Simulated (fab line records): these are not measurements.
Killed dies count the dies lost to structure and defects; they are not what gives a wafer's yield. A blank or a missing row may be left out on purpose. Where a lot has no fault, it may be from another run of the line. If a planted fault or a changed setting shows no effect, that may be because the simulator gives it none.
Chamber matching :: flow n5Finfet :: N5_BEOL_M2_ALD_84 on aldMetal-03: 4 sister chambers
The step deposits TaN, pulse time 2 s, purge time 3 s, co reactant purge time 2 s. 4 wafers are shown with their chamber, then 7 later ones without.

WAFERS PAIRED WITH THEIR CHAMBERS
wafer: L529.5
chamber: 0
heaterPowerOuterW (W): 256

wafer: L531.2
chamber: 3
heaterPowerOuterW (W): 230

wafer: L531.6
chamber: 1
heaterPowerOuterW (W): 217

wafer: L532.3
chamber: 2
heaterPowerOuterW (W): 202

WAFERS WHOSE CHAMBER IS MISSING
wafer: L532.4
heaterPowerOuterW (W): 215

wafer: L532.5
heaterPowerOuterW (W): 264

wafer: L535.1
heaterPowerOuterW (W): 215

wafer: L535.5
heaterPowerOuterW (W): 214

wafer: L538.1
heaterPowerOuterW (W): 220

wafer: L538.2
heaterPowerOuterW (W): 263

wafer: L538.4
heaterPowerOuterW (W): 230

WHICH CHAMBER EACH WENT THROUGH
wafer: L532.4
from the rows above: 1
in truth: 1

wafer: L532.5
from the rows above: 0
in truth: 0

wafer: L535.1
from the rows above: 1
in truth: 1

wafer: L535.5
from the rows above: 1
in truth: 1

wafer: L538.1
from the rows above: can't be placed: 1 or 3
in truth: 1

wafer: L538.2
from the rows above: 0
in truth: 0

wafer: L538.4
from the rows above: 3
in truth: 3
6 of 7 placed correctly. From these rows, 1 cannot be placed; in 1 the true chamber is one of the candidates. Placed wrongly: 0.
How it was worked out, from the rows above alone: a wafer's distance from a chamber is the root of the sum, over the readings, of the square of ((its reading less the chamber's mean) divided by the reading's scatter). The wafer belongs to the nearest chamber; if the next one is less than 2 further off, it can't be placed. The mean given for a chamber averages the wafers shown for that chamber. The scatter: root of mean squared gap, hidden wafer to nearest shown wafer, with one shown wafer a chamber.
